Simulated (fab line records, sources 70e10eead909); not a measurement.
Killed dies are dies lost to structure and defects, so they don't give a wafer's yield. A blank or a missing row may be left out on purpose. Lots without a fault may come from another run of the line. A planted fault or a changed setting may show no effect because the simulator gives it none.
fab line records | flow nand_harc
record lots=4 wafers=12 last_day=34
route steps=1302 shown A_CHANNEL_HOLE_D2@570 END@1301
lots that met no fault: from a run of the same line without faults
start_h: hours from the record's first day to the start of the lot's first wafer shown | wait_h: hours since the lot's step before | " the same as in the row above | L1.1+2: a row that stands for several wafers | - no value, or no start given | * or withheld: withheld | < > ~ a bound
route shown NAME@n: a module of which the file shows steps, and the number in the route of the first | usual: mean/standard deviation of fault-free wafers | same: alike in all rows | chamber/n: place in a boat | sites: the reading at each site | _std_site: their standard deviation | _edge_site: outer sites' mean less inner sites' | radius_mm: how far each site lies from the wafer's centre | mask NAME#n: copy n | behind: the tool/chamber that last shaped the wafer | hold: why the lot was held/for how many hours/how that ended | device: the transistor (n, p or np) that didn't switch | end of line: the same wafers' tests at the end of the route | a step without rows: its recipe alone | killed: dies lost to structure and defects at the first sort, not the wafer's yield | map: a wafer's dies, x killed, . not, _ none there
set.NAME: the setting as run; set.NAME@STEP: as run at that earlier step | model.NAME: the simulator's own value behind a step, which no gauge read
lots at some steps of the route; a table a step, a row a wafer
services: from which hour (start_h, from the record's first day; less than 0 if before it) a tool's chamber was out of use, for how many hours, and why
## steps
# step NHARC_A_CHANNEL_HOLE_D2_DEP_00
# recipe target_thk_a=31000 temp_c=400 material=aC
# step NHARC_A_CHANNEL_HOLE_D2_DEP_01
# recipe target_thk_a=1400 target_thk_nm=140 temp_c=400 pressure_torr=3.5 flow_sccm=200 rf_w=350 material=SiON
# step NHARC_A_CHANNEL_HOLE_D2_DEHYDRATE_02
# recipe temp_c=150 time_s=120
# step NHARC_A_CHANNEL_HOLE_D2_HMDS_03
# recipe time_s=30
# step NHARC_A_CHANNEL_HOLE_D2_COAT_36
# recipe temp_c=260 time_s=75
# step NHARC_A_CHANNEL_HOLE_D2_COAT_37
# recipe temp_c=225 time_s=65
# step NHARC_A_CHANNEL_HOLE_D2_COAT_04
# recipe spin_rpm=1500 resist_thk_nm=90
# step NHARC_A_CHANNEL_HOLE_D2_SOFTBAKE_05
# recipe temp_c=105 time_s=55
# step NHARC_A_CHANNEL_HOLE_D2_EBR_06
# step NHARC_A_CHANNEL_HOLE_D2_EXPOSE_07
# recipe na=1.35 target_cd_nm=100 sigma_outer=0.3 dose_mj=59.65 mask_id=HOLE_D2
# usual exposure_dose_mJ_cm2=59.80/0.27
# columns lot.wafer tool chamber start_h wait_h mask exposure_dose_mJ_cm2
L566.1 arfi_scanner-02 0 418.98 - HOLE_D2#0 59.69
L566.2 " 0 " " HOLE_D2#0 59.55
L566.5 " 0 " " HOLE_D2#0 59.69
L569.1 arfi_scanner-02 0 450.19 - HOLE_D2#0 40.14
L569.4 " 0 " " HOLE_D2#0 40.10
L569.6 " 0 " " HOLE_D2#0 40.16
L571.1 arfi_scanner-02 0 481.26 - HOLE_D2#0 44.09
L571.2 " 0 " " HOLE_D2#0 44.19
L571.3 " 0 " " HOLE_D2#0 44.06
L574.1 arfi_scanner-01 0 509.03 - HOLE_D2#0 60.15
L574.3 " 0 " " HOLE_D2#0 60.19
L574.4 " 0 " " HOLE_D2#0 60.14
# step NHARC_A_CHANNEL_HOLE_D2_PEB_08
# recipe peb_temp_c=100 peb_time_s=65
# step NHARC_A_CHANNEL_HOLE_D2_DEVELOP_09
# recipe develop_time_s=35 dev_temp_c=23
# step NHARC_A_CHANNEL_HOLE_D2_CD_MEAS_10
# recipe target_cd_nm=100 landing_energy_ev=500
# usual cd_nm=100.0/0.46
# columns lot.wafer tool chamber start_h wait_h hold cd_nm
L566.1 cd_sem-02 0 419.12 - - 100.6
L566.2 " 0 " " - 100.8
L566.5 " 0 " " - 99.6
L569.1 cd_sem-02 0 450.33 - await_dispo/0.2h/release 80.7
L569.4 " 0 " " await_dispo/0.2h/release 80.9
L569.6 " 0 " " await_dispo/0.2h/release 81.4
L569.1 cd_sem-02 0 - - - 81.0
L569.4 " 0 " " - 80.7
L569.6 " 0 " " - 81.4
L571.1 cd_sem-01 0 481.40 - await_dispo/0.2h/release 84.6
L571.2 " 0 " " await_dispo/0.2h/release 85.5
L571.3 " 0 " " await_dispo/0.2h/release 85.0
L571.1 cd_sem-01 0 - - - 84.6
L571.2 " 0 " " - 86.0
L571.3 " 0 " " - 84.9
L574.1 cd_sem-01 0 509.17 - - 100.3
L574.3 " 0 " " - 100.3
L574.4 " 0 " " - 100.7
# step NHARC_A_CHANNEL_HOLE_D2_OVL_MEAS_11
# usual overlay_x_nm=-0.1/0.88 overlay_y_nm=0.0/0.77
# columns lot.wafer tool chamber start_h wait_h hold overlay_x_nm overlay_y_nm
L566.1 overlay-02 - 419.21 - - 0.2 0.6
L566.2 " - " " - 0.5 0.6
L566.5 " - " " - 1.0 0.8
L569.1 overlay-01 - 451.50 - await_dispo/0.9h/release -0.1 -1.0
L569.4 " - " " await_dispo/0.9h/release 0.0 -0.8
L569.6 " - " " await_dispo/0.9h/release 0.5 0.0
L571.1 overlay-02 - 497.14 - await_dispo/15.5h/release 0.5 0.5
L571.2 " - " " await_dispo/15.5h/release 1.1 0.0
L571.3 " - " " await_dispo/15.5h/release -0.2 -0.1
L574.1 overlay-01 - 509.26 - - -0.2 1.1
L574.3 " - " " - -0.6 0.5
L574.4 " - " " - -0.1 0.7
# step NHARC_A_CHANNEL_HOLE_D2_DESCUM_15
# recipe time_s=3 o2_flow_sccm=200 ar_flow_sccm=0 bias_power_w=0 chemistry=O2
# usual drypump_motor_current_A=5.8/0.55 oes_product_au=1.000/0.0079 rf_vpp_V=57.9/0.95 showerhead_plenum_p_Torr=1.93/0.074 throttle_valve_pct=11.310/0.0098
# columns lot.wafer tool chamber start_h wait_h drypump_motor_current_A oes_product_au rf_hours_counter_h rf_vpp_V showerhead_plenum_p_Torr throttle_valve_pct model.A_CHANNEL_HOLE_D2.cd_nm
L566.1 rie_diel-12 1 419.31 0.1 4.9 0.992 7 57.8 1.99 11.314 100
L566.2 " 0 " " 5.1 0.986 7 57.8 1.80 11.304 100.5
L566.5 " 1 " " 4.9 0.992 - 58.7 1.99 11.310 99.36
L569.4 rie_diel-03 3 451.60 0.1 6.5 0.997 13 59.1 2.01 11.318 80.87
L569.1 " 0 " " 5.3 1.000 12 60.3 1.98 11.318 80.82
L569.6 " 0 " " 5.3 0.997 - 58.6 1.98 11.302 81.41
L571.3 rie_diel-03 1 497.24 0.1 5.7 0.991 1 58.4 1.84 11.303 84.94
L571.1 " 3 " " 6.5 1.002 1 59.1 2.01 11.314 84.96
L571.2 " 0 " " 5.3 0.991 1 58.4 1.98 11.317 85.92
L574.4 rie_diel-10 3 509.36 0.1 6.2 0.993 4 60.7 2.01 11.306 100.8
L574.3 " 0 " " 5.6 0.998 3 58.5 1.93 11.312 100.2
L574.1 " 1 " " 5.8 0.987 4 58.7 1.96 11.313 100.1
# step NHARC_A_CHANNEL_HOLE_D2_ETCH_38
# recipe target_depth_a=390 over_etch_frac=0.3 time_s=65 ion_energy_ev=80 cf4_flow_sccm=150 ar_flow_sccm=0 rf_w=300 bias_w=100 chemistry=CF4
# step NHARC_A_CHANNEL_HOLE_D2_ETCH_39
# recipe target_depth_a=2600 over_etch_frac=0.3 time_s=325 ion_energy_ev=200 n2_flow_sccm=150 h2_flow_sccm=150 ar_flow_sccm=0 rf_w=400 bias_w=150 chemistry=N2/H2
# step NHARC_A_CHANNEL_HOLE_D2_ETCH_34
# recipe target_depth_a=1540 time_s=77 cf4_flow_sccm=100 chf3_flow_sccm=30 ar_flow_sccm=0 rf_w=500 bias_w=200 chemistry=CF4/CHF3
# step NHARC_A_CHANNEL_HOLE_D2_ETCH_16
# recipe target_depth_a=31000 over_etch_frac=0.3 time_s=806 ion_energy_ev=150 o2_flow_sccm=400 cos_flow_sccm=20 ar_flow_sccm=0 rf_w=500 bias_w=300 chemistry=O2/COS
# step NHARC_A_CHANNEL_HOLE_D2_CD_MEAS_18
# usual cd_nm=98.8/1.6
# columns lot.wafer tool chamber start_h wait_h hold cd_nm
L566.1 cd_sem-03 - 420.72 - - 98.3
L566.2 " - " " - 99.0
L566.5 " - " " - 96.7
L569.1 cd_sem-01 - 452.71 - await_dispo/0.2h/release 79.5
L569.4 " - " " await_dispo/0.2h/release 79.2
L569.6 " - " " await_dispo/0.2h/release 79.3
L569.1 cd_sem-01 - 452.89 0.2 - 79.3
L569.4 " - " " - 79.3
L569.6 " - " " - 79.2
L571.1 cd_sem-01 - 498.34 - await_dispo/0.2h/release 83.5
L571.2 " - " " await_dispo/0.2h/release 83.2
L571.3 " - " " await_dispo/0.2h/release 85.5
L571.1 cd_sem-01 - 498.53 0.2 - 83.9
L571.2 " - " " - 83.3
L571.3 " - " " - 85.2
L574.1 cd_sem-03 - 510.46 - - 100.5
L574.3 " - " " - 100.4
L574.4 " - " " - 102.3
# step NHARC_A_CHANNEL_HOLE_D2_ETCH_20
# recipe bias_v=3000 source_w=withheld pressure_mtorr=20 time_s=361.9 ar_flow_sccm=375 c4f8_flow_sccm=89.3 o2_flow_sccm=35.7 temp_c=-20 target_depth_a=16000 chemistry=C4F8/O2/Ar
# step NHARC_A_CHANNEL_HOLE_D2_ETCH_21
# recipe bias_v=3000 source_w=withheld pressure_mtorr=20 time_s=514.3 ar_flow_sccm=375 c4f8_flow_sccm=89.3 o2_flow_sccm=35.7 temp_c=-20 target_depth_a=16000 chemistry=C4F8/O2/Ar
# step NHARC_A_CHANNEL_HOLE_D2_ETCH_22
# recipe bias_v=3000 source_w=withheld pressure_mtorr=20 time_s=666.7 ar_flow_sccm=375 c4f8_flow_sccm=89.3 o2_flow_sccm=35.7 temp_c=-20 target_depth_a=16000 chemistry=C4F8/O2/Ar
# step NHARC_A_CHANNEL_HOLE_D2_ETCH_23
# recipe bias_v=5000 source_w=withheld pressure_mtorr=20 time_s=819 ar_flow_sccm=375 c4f8_flow_sccm=89.3 o2_flow_sccm=35.7 temp_c=-20 target_depth_a=16000 chemistry=C4F8/O2/Ar
# step NHARC_A_CHANNEL_HOLE_D2_ETCH_24
# recipe bias_v=5000 source_w=withheld pressure_mtorr=20 time_s=906.2 ar_flow_sccm=375 c4f8_flow_sccm=93.8 o2_flow_sccm=31.2 temp_c=-20 target_depth_a=15000 chemistry=C4F8/O2/Ar
# step NHARC_A_CHANNEL_HOLE_D2_ETCH_25
# recipe bias_v=5000 source_w=withheld pressure_mtorr=20 time_s=1040.2 ar_flow_sccm=375 c4f8_flow_sccm=93.8 o2_flow_sccm=31.2 temp_c=-20 target_depth_a=15000 chemistry=C4F8/O2/Ar
# step NHARC_A_CHANNEL_HOLE_D2_ETCH_26
# recipe bias_v=300 source_w=2000 pressure_mtorr=30 time_s=224.1 ar_flow_sccm=375 c4f8_flow_sccm=11.4 o2_flow_sccm=113.6 temp_c=-20 target_depth_a=3000 chemistry=C4F8/O2/Ar
# step NHARC_A_CHANNEL_HOLE_D2_ETCH_27
# recipe bias_v=400 source_w=2000 pressure_mtorr=25 time_s=90 ar_flow_sccm=375 c4f8_flow_sccm=41.7 o2_flow_sccm=83.3 temp_c=-20 target_depth_a=4000 chemistry=C4F8/O2/Ar
# step NHARC_A_CHANNEL_HOLE_D2_STRIP_41
# recipe n2_flow_sccm=150 h2_flow_sccm=150 ar_flow_sccm=0 bias_w=0 chemistry=N2/H2
# step NHARC_A_CHANNEL_HOLE_D2_STRIP_42
# recipe cf4_flow_sccm=100 chf3_flow_sccm=30 ar_flow_sccm=0 bias_w=0 chemistry=CF4/CHF3
# step NHARC_A_CHANNEL_HOLE_D2_STRIP_43
# recipe o2_flow_sccm=400 cos_flow_sccm=20 ar_flow_sccm=0 bias_w=0 chemistry=O2/COS
# step NHARC_A_CHANNEL_HOLE_D2_ETCH_44
# recipe target_depth_a=1400 overetch_a=140 time_s=77 ion_energy_ev=100 cf4_flow_sccm=80 o2_flow_sccm=20 ar_flow_sccm=0 rf_w=300 bias_w=100 chemistry=CF4/O2
# usual drypump_motor_current_A=5.6/0.55 oes_f_703_au=1.000/0.0049 oes_o_777_au=1.000/0.0051 oes_product_au=1.001/0.0069 rf_vpp_V=197.9/1.3 showerhead_plenum_p_Torr=1.34/0.053 throttle_valve_pct=13.396/0.0092
# columns lot.wafer tool chamber start_h wait_h drypump_motor_current_A oes_f_703_au oes_o_777_au oes_product_au rf_hours_counter_h rf_vpp_V showerhead_plenum_p_Torr throttle_valve_pct model.A_CHANNEL_HOLE_D2.cd_nm
L566.1 rie_diel-03 3 425.51 0.1 6.5 0.998 0.996 0.997 10.4 198.1 1.40 13.387 90.75
L566.2 " 0 " " 5.3 0.995 0.998 1.003 8.6 199.1 1.38 13.386 90.99
L566.5 " 2 " " 6.5 0.999 1.005 1.007 - 197.7 1.33 13.386 89.71
L569.1 rie_diel-10 2 460.67 0.1 4.9 1.002 1.001 1.008 1.3 197.5 1.27 13.387 71.74
L569.6 " 1 " " 5.7 0.993 1.007 1.006 - 199.2 1.37 13.406 71.66
L569.4 " 3 " " 6.2 0.998 0.997 1.008 - 199.8 1.40 13.405 72.21
L571.1 rie_diel-10 1 509.18 0.1 5.8 1.000 1.006 1.004 3.2 198.6 1.37 13.392 74.24
L571.2 " 2 " " 4.9 0.990 1.006 1.003 3.2 197.0 1.27 13.411 76.78
L571.3 " 3 " " 6.1 1.002 0.999 1.001 3.1 198.7 1.40 13.398 75.35
L574.4 rie_diel-03 0 515.26 0.1 5.3 1.000 1.001 0.993 2.5 199.1 1.38 13.402 89.99
L574.1 " 1 " " 5.6 0.996 0.998 1.005 2.4 198.2 1.29 13.402 89.69
L574.3 " 2 " " 6.5 0.995 1.001 1.003 2.2 197.8 1.33 13.387 92.11
# step NHARC_A_CHANNEL_HOLE_D2_STRIP_28
# recipe o2_flow_sccm=500 ar_flow_sccm=0 bias_w=0 chemistry=O2
# step NHARC_A_CHANNEL_HOLE_D2_PRECLEAN_29
# recipe time_s=* temp_c=50 bath_age_min=0 chemistry=SC1
# step NHARC_A_CHANNEL_HOLE_D2_SRD_30
# step NHARC_A_CHANNEL_HOLE_D2_CD_MEAS_31
# usual cd_nm=89.9/1.1
# columns lot.wafer tool chamber start_h wait_h hold cd_nm
L566.1 cd_sem-03 - 426.29 - - 90.8
L566.2 " - " " - 90.4
L566.5 " - " " - 90.0
L569.1 cd_sem-01 - 461.57 - await_dispo/0.2h/release 71.8
L569.4 " - " " await_dispo/0.2h/release 72.4
L569.6 " - " " await_dispo/0.2h/release 71.7
L569.1 cd_sem-01 - 461.78 0.2 - 71.7
L569.4 " - " " - 72.4
L569.6 " - " " - 71.6
L571.1 cd_sem-01 - 509.97 - await_dispo/0.2h/release 74.5
L571.2 " - " " await_dispo/0.2h/release 76.7
L571.3 " - " " await_dispo/0.2h/release 75.5
L571.1 cd_sem-01 - 510.15 0.2 - 74.8
L571.2 " - " " - 76.2
L571.3 " - " " - 75.2
L574.1 cd_sem-01 - 516.04 - - 90.0
L574.3 " - " " - 92.3
L574.4 " - " " - 90.0
# step NHARC_A_CHANNEL_HOLE_D2_XSEM_32
# recipe landing_energy_ev=35000
# usual bot_cd_nm=74.4/1.2 bow_nm=8.67/0.24 tilt_deg=0.08/0.042
# columns lot.wafer tool chamber start_h wait_h hold bot_cd_nm bow_nm tilt_deg
L566.1 xsem-02 0 426.39 0.1 - 74.7 8.73 0.12
L566.2 " 0 " " - 73.7 8.68 0.12
L566.5 " 0 " " - 73.5 8.65 0.12
L569.1 xsem-01 0 468.76 7.0 await_dispo/6.9h/release 55.6 8.68 0.08
L569.4 " 0 " " await_dispo/6.9h/release 56.1 8.75 0.08
L569.6 " 0 " " await_dispo/6.9h/release 55.5 8.67 0.08
L571.1 xsem-01 0 512.69 2.5 await_dispo/2.5h/release 58.7 8.59 0.09
L571.2 " 0 " " await_dispo/2.5h/release 60.8 8.56 0.09
L571.3 " 0 " " await_dispo/2.5h/release 60.0 8.64 0.09
L574.1 xsem-01 0 516.13 0.1 - 73.3 8.77 0.07
L574.3 " 0 " " - 75.6 8.73 0.07
L574.4 " 0 " " - 73.2 8.79 0.07
# step NHARC_END_WLT_00
# usual VT_DECK1_BOTTOM=0.871/0.0084 VT_DECK1_BOTTOM_INNER=0.870/0.0086 VT_DECK1_MEDIAN_NEAR_BOTTOM=0.872/0.0081 VT_DECK1_MEDIAN_NEAR_BOTTOM_INNER=0.872/0.0087 VT_DECK1_MIDDLE=0.884/0.0084 VT_DECK1_MIDDLE_INNER=0.884/0.0081 VT_DECK1_TOP=0.895/0.0079 VT_DECK1_TOP_INNER=0.896/0.0079 VT_DECK2_BOTTOM=0.870/0.0065 VT_DECK2_BOTTOM_INNER=0.870/0.0078 VT_DECK2_MEDIAN_NEAR_BOTTOM=0.871/0.0074 VT_DECK2_MEDIAN_NEAR_BOTTOM_INNER=0.871/0.0074 VT_DECK2_MIDDLE=0.883/0.0076 VT_DECK2_MIDDLE_INNER=0.883/0.0066 VT_DECK2_TOP=0.894/0.0072 VT_DECK2_TOP_INNER=0.895/0.0072
# columns lot.wafer tool chamber start_h wait_h VT_DECK1_BOTTOM VT_DECK1_BOTTOM_INNER VT_DECK1_MEDIAN_NEAR_BOTTOM VT_DECK1_MEDIAN_NEAR_BOTTOM_INNER VT_DECK1_MIDDLE VT_DECK1_MIDDLE_INNER VT_DECK1_TOP VT_DECK1_TOP_INNER VT_DECK2_BOTTOM VT_DECK2_BOTTOM_INNER VT_DECK2_MEDIAN_NEAR_BOTTOM VT_DECK2_MEDIAN_NEAR_BOTTOM_INNER VT_DECK2_MIDDLE VT_DECK2_MIDDLE_INNER VT_DECK2_TOP VT_DECK2_TOP_INNER
L566.1 prober-01 - 719.64 0.0 0.885 0.880 0.879 0.875 0.881 0.881 0.895 0.907 0.865 0.865 0.872 0.861 0.882 0.875 0.892 0.890
L566.2 " - " " 0.881 0.869 0.879 0.886 0.899 0.883 0.897 0.902 0.866 0.863 0.868 0.864 0.882 0.884 0.879 0.888
L566.5 " - 721.59 2.0 0.874 0.885 0.891 0.881 0.893 0.894 0.904 0.909 0.864 0.866 0.864 0.871 0.871 0.873 0.887 0.885
L574.1 prober-01 - 793.76 0.0 0.888 0.888 0.889 0.892 0.908 0.893 0.907 0.911 0.866 0.862 0.866 0.876 0.876 0.883 0.890 0.887
L574.3 " - 794.76 1.0 0.892 0.891 0.878 0.888 0.897 0.897 0.904 0.902 0.873 0.881 0.870 0.866 0.881 0.876 0.895 0.893
L574.4 " - " " 0.886 0.891 0.891 0.880 0.900 0.903 0.908 0.915 0.860 0.868 0.864 0.870 0.876 0.877 0.876 0.890
L571.1 prober-01 - 803.00 0.1 0.859 0.879 0.869 0.875 0.888 0.880 0.902 0.895 0.817 0.817 0.814 0.820 0.843 0.837 0.855 0.852
L571.2 " - " " 0.881 0.869 0.870 0.869 0.885 0.885 0.896 0.897 0.823 0.821 0.831 0.834 0.855 0.839 0.861 0.864
L571.3 " - " " 0.873 0.874 0.870 0.895 0.894 0.891 0.897 0.907 0.823 0.822 0.821 0.825 0.847 0.839 0.854 0.854
# step NHARC_END_SORT_01
# recipe temp_c=25
# usual killed_at_array=58/20 killed_at_other=0.9/1.4 killed_at_periphery=4/3.1 killed_dies=63/20 killed_open=3.3/1.8 killed_short=2.4/1.5
# same gross_dies=677
# columns lot.wafer tool chamber start_h wait_h killed_at_array killed_at_other killed_at_periphery killed_dies killed_open killed_short
L566.1 prober-01 0 722.57 2.4 69 0 3 72 6 3
L566.2 prober-01 0 723.36 2.7 39 1 3 43 1 3
L566.5 prober-01 0 725.73 3.6 65 1 1 67 3 3
L569.1 prober-01 0 738.29 2.5 450 0 11 461 3 3
L569.4 prober-01 0 740.65 3.4 466 0 4 470 1 2
L569.6 prober-01 0 742.22 3.9 478 0 7 485 4 0
L574.1 prober-01 0 796.76 2.5 33 0 0 33 0 0
L574.3 prober-01 0 798.38 3.1 29 0 4 33 1 3
L574.4 prober-01 0 799.19 3.4 48 1 1 50 3 2
L571.1 prober-01 0 806.03 2.5 336 0 7 343 4 2
L571.2 prober-01 0 806.82 2.8 251 0 11 262 4 3
L571.3 prober-01 0 807.62 3.1 143 0 13 156 1 1
# killed by level:class
L566.1 A_CHANNEL_HOLE_D1:chamber_film_flake=34 A_CHANNEL_HOLE_D2:chamber_film_flake=16 A_STAIRCASE:chamber_film_flake=4 A_SLIT:chamber_film_flake=4 A_DECK1_JOINT:geometric_particle:short=3 A_CONTACT:chamber_film_flake=3 P_STI:geometric_particle:open=1 P_CONTACT:geometric_particle:open=1
L566.2 A_CHANNEL_HOLE_D1:chamber_film_flake=22 A_CHANNEL_HOLE_D2:chamber_film_flake=11 P_ZERO_WELL:chamber_film_flake=2 P_GATE:geometric_particle:short=1 A_CHANNEL_FILL_D1:geometric_particle:open=1 A_STAIRCASE:geometric_particle:short=1 A_M0:geometric_particle:short=1 A_DECK1_JOINT:chamber_film_flake=1
L566.5 A_CHANNEL_HOLE_D1:chamber_film_flake=36 A_CHANNEL_HOLE_D2:chamber_film_flake=17 A_ONON_D1:geometric_particle:short=2 A_DECK1_JOINT:geometric_particle:open=2 A_SLIT:chamber_film_flake=2 A_DECK1_JOINT:chamber_film_flake=2 A_CONTACT:chamber_film_flake=2 A_ONON_D1:geometric_particle:open=1
L569.1 A_CHANNEL_HOLE_D2:area_expose=410 A_CHANNEL_HOLE_D1:chamber_film_flake=30 P_M2:chamber_film_flake=6 A_SLIT:chamber_film_flake=3 P_ZERO_WELL:chamber_film_flake=2 A_CONTACT:chamber_film_flake=2 P_GATE:geometric_particle:short=1 P_CONTACT:geometric_particle:open=1
L569.4 A_CHANNEL_HOLE_D2:area_expose=419 A_CHANNEL_HOLE_D1:chamber_film_flake=30 P_M2:chamber_film_flake=4 A_SLIT:chamber_film_flake=4 A_CONTACT:chamber_film_flake=4 A_WL_FILL:chamber_film_flake=2 A_WL_FILL:geometric_particle:short=1 A_CONTACT:geometric_particle:short=1
L569.6 A_CHANNEL_HOLE_D2:area_expose=434 A_CHANNEL_HOLE_D1:chamber_film_flake=32 P_M2:chamber_film_flake=5 A_SLIT:chamber_film_flake=3 A_M0:geometric_particle:open=2 A_STAIRCASE:chamber_film_flake=2 A_CONTACT:chamber_film_flake=2 P_M1:geometric_particle:open=1
L574.1 A_SLIT:chamber_film_flake=19 A_CONTACT:chamber_film_flake=5 A_SGD_CUT:chamber_film_flake=3 A_STAIRCASE:chamber_film_flake=3 A_M0:chamber_film_flake=2 A_CHANNEL_HOLE_D1:chamber_film_flake=1
L574.3 A_SLIT:chamber_film_flake=14 A_CHANNEL_HOLE_D1:chamber_film_flake=4 A_SGD_CUT:chamber_film_flake=3 A_CONTACT:chamber_film_flake=3 P_GATE:chamber_film_flake=2 P_CONTACT:geometric_particle:open=1 P_M0:geometric_particle:short=1 A_ONON_D1:geometric_particle:short=1
L574.4 A_SLIT:chamber_film_flake=27 A_CONTACT:chamber_film_flake=5 A_SGD_CUT:chamber_film_flake=4 A_CHANNEL_HOLE_D2:chamber_film_flake=3 A_WL_FILL:chamber_film_flake=3 A_DECK1_JOINT:geometric_particle:short=1 A_SGD_CUT:geometric_particle:open=1 A_WL_FILL:geometric_particle:short=1
L571.1 A_CHANNEL_HOLE_D2:area_expose=288 A_SLIT:chamber_film_flake=24 A_CHANNEL_HOLE_D1:chamber_film_flake=11 P_STI:chamber_film_flake=2 P_GATE:chamber_film_flake=2 P_M0:chamber_film_flake=2 A_BONDPAD:chamber_film_flake=2 A_CHANNEL_HOLE_D2:chamber_film_flake=2
L571.2 A_CHANNEL_HOLE_D2:area_expose=220 A_SLIT:chamber_film_flake=17 P_STI:chamber_film_flake=5 P_M0:chamber_film_flake=4 A_CHANNEL_HOLE_D1:chamber_film_flake=4 A_ONON_D1:geometric_particle:short=2 A_M1:geometric_particle:open=2 P_GATE:chamber_film_flake=2
L571.3 A_CHANNEL_HOLE_D2:area_expose=112 A_SLIT:chamber_film_flake=16 A_CHANNEL_HOLE_D1:chamber_film_flake=7 P_GATE:chamber_film_flake=6 P_STI:chamber_film_flake=3 P_M0:chamber_film_flake=3 A_CONTACT:chamber_film_flake=2 A_BONDPAD:chamber_film_flake=2
# map L569.6 (x killed, . not)
____________x____________
_________xxxxxxx_________
_______xxxxxxxxxxx_______
______xxxxxxxxxxx.x______
_____xxx.xxxxx.xxxxx_____
____xx.xxxx..xxxxxxxx____
____x.xxx.x.xxxx.xxxx____
___xxxxxxx...x.xxxxxxx___
___xxxx.xx..x.xxxxxxxx___
__xxxx.x..x......xxxxxx__
__xxx..x....x..x..xx.xx__
_xxx......x.x....xxxxxxx_
_xxxxxx....xx.x..xx.xxxx_
_xxx..xx....xxx.x.xxxxxx_
_xxxxx.x.......xxx.xxxxx_
_x.xx...x....x..x.xxx.xx_
xxxxx...x......xxxxxxxx.x
xxxxxxx.xx.x....xx..xxxxx
xxxxxxx.x.xxx....x.xxxxxx
xxxxxxxx.x...xx...xxxx.xx
xxxx.x...x......x.x.xxxxx
_xxxxx.xx..x...x...xx.xx_
_xxx.x.x..x......x..xxxx_
_xxxxx..x..xxx.x.xxxx.xx_
_xxxxxxx...xxx.xxx.xx.xx_
_xxx.xx..x.xx...xx.x.xx._
__xxxxx.xxx.xxxx.xxxxxx__
__xxxxxx..xxx.x...xxxxx__
___xx..x.xxxxxxxxxxxxx___
___xx.xxxx.xxx..xxxxxx___
____xxxxxxxxxxxxxxxxx____
____xxxxxxxxxxxxxxxxx____
_____xxxxxxxxxxxxxxx_____
______xxxxxxxxxxxxx______
_______xxxxxxxxxxx_______
_________xxxxxxx_________
____________x____________
# map L571.1 (x killed, . not)
____________.____________
_________xx.xxxx_________
_______xxx.xxxxxxx_______
______xx.x.xx.xxx.x______
_____xxxxx....x...xx_____
____..x.xx...x...xxxx____
____xxx.xx......x.x.x____
___...x.x...x.....xxxx___
___xx.xx...x.....xx..x___
__xxxxxxx......x..xxxxx__
__xxxxxxx........x.x.xx__
_xxxxxxx.x.........xx.xx_
_xxxxxxx.x..........x.xx_
_x.xxxx........x..x.xx.x_
_xx.xxxx...x.......xx.xx_
_.x..x.............xx.xx_
xx.xx.x..x..x......x..x.x
xxx..x..........x.....xx.
.x.x.....x.....x.x...xxxx
xx...x...............xxxx
xx.x.xx.........x...xxxxx
_xxxxx.........x....x..x_
_.xxxx...........x...xxx_
_x.xxxx......x......x.xx_
_xxx..xx......x...x....x_
_xxx.....xx.x..x.x.x.xxx_
__.....x...xxx..xxx..xx__
__x..xx..........xx.xxx__
___.xx.xxxxx.x.x.xxxxx___
___..x.x.xxxxx.x..xxx.___
____xxx..xxxxx.xxxxxx____
____xxxxxxxx.xxxxxxxx____
_____xxxxxxxxxxxxxxx_____
______xxxxxxxx..xxx______
_______xxxxx.xxxxx_______
_________xxxxxxx_________
____________x____________
## services
# columns tool chamber start_h hours kind
arfi_scanner-01 - 401.29 1.0 repair
rie_diel-03 - 408.74 0.4 repair
rie_diel-03 0 412.80 - clean
rie_diel-03 1 412.80 - clean
rie_diel-03 2 412.80 - clean
rie_diel-03 3 412.80 - clean
rie_diel-12 2 414.96 12.4 repair
rie_diel-10 - 419.53 9.0 pm
arfi_scanner-01 - 424.00 4.0 pm
rie_diel-03 0 437.30 - clean
rie_diel-03 1 437.30 - clean
rie_diel-03 2 437.30 - clean
rie_diel-03 3 437.30 - clean
rie_diel-12 - 445.40 9.0 pm
rie_diel-10 0 449.54 16.6 repair
rie_diel-03 - 458.30 9.0 pm
rie_diel-03 0 458.30 9.0 vent_cycle
rie_diel-03 1 458.30 9.0 vent_cycle
rie_diel-03 2 458.30 9.0 vent_cycle
rie_diel-03 3 458.30 9.0 vent_cycle
rie_diel-03 0 467.30 - clean
rie_diel-03 1 467.30 - clean
arfi_scanner-02 - 484.00 4.0 pm
rie_diel-03 - 504.56 9.9 repair
## key
first_sign step=NHARC_A_CHANNEL_HOLE_D2_EXPOSE_07 reading=exposure_dose_mJ_cm2 direction=down sigmas=66 usual=59.80 struck=42.12
effect step=NHARC_A_CHANNEL_HOLE_D2_CD_MEAS_10 reading=visit direction=added through=control_loop
effect step=NHARC_A_CHANNEL_HOLE_D2_CD_MEAS_10 reading=cd_nm direction=down sigmas=37 usual=100.0 struck=83.0 through=control_loop
effect step=NHARC_A_CHANNEL_HOLE_D2_CD_MEAS_18 reading=visit direction=added through=control_loop
effect step=NHARC_A_CHANNEL_HOLE_D2_CD_MEAS_18 reading=cd_nm direction=down sigmas=11 usual=98.8 struck=81.7 through=control_loop
effect step=NHARC_A_CHANNEL_HOLE_D2_CD_MEAS_31 reading=cd_nm direction=down sigmas=15 usual=89.9 struck=73.7 through=control_loop
effect step=NHARC_A_CHANNEL_HOLE_D2_XSEM_32 reading=bot_cd_nm direction=down sigmas=14 usual=74.4 struck=57.8 through=control_loop
effect step=NHARC_END_WLT_00 reading=VT_DECK2_BOTTOM direction=down sigmas=7.4 usual=0.870 struck=0.821
effect step=NHARC_END_SORT_01 reading=killed_at_array direction=up sigmas=15 usual=58 struck=354
model_effect step=NHARC_A_CHANNEL_HOLE_D2_DESCUM_15 value=A_CHANNEL_HOLE_D2.cd_nm without=99.88 struck=83.15
model_effect step=NHARC_A_CHANNEL_HOLE_D2_ETCH_44 value=A_CHANNEL_HOLE_D2.cd_nm without=90.44 struck=73.67
more_kills_born_at NHARC_A_CHANNEL_HOLE_D2_EXPOSE_07@arfi_scanner-02=1883
met_at NHARC_A_CHANNEL_HOLE_D2_EXPOSE_07
struck_wafers L569.1,L569.4,L569.6,L571.1,L571.2,L571.3
later_rows_left_out L569.1,L569.4,L569.6
tester_left_out L569,L571
loop_trim step=NHARC_A_CHANNEL_HOLE_D2_EXPOSE_07 setting=dose lots=L571
onset_between 418.98 450.19
fault kind=process_parameter_drift tool=arfi_scanner-02 chamber=- onset_h=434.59 steps=NHARC_A_CHANNEL_HOLE_D2_EXPOSE_07 channel=dose_mj offset=-19.471 shape=step acts_in=these_recipes_only stated=59.65
# tester_left_out: of these lots the tester's yield and bins aren't shown, on N5 and GAA mostly nor the transistor test; their killed dies are dies lost to structure and defects alone, not to doping, threshold or leakage, so they don't give the yield
# later_rows_left_out: the simulator's readings of these wafers behind a module that went badly wrong aren't trusted and aren't shown, but for the sort
# loop_trim: a control loop set the setting to another value than it would have without faults
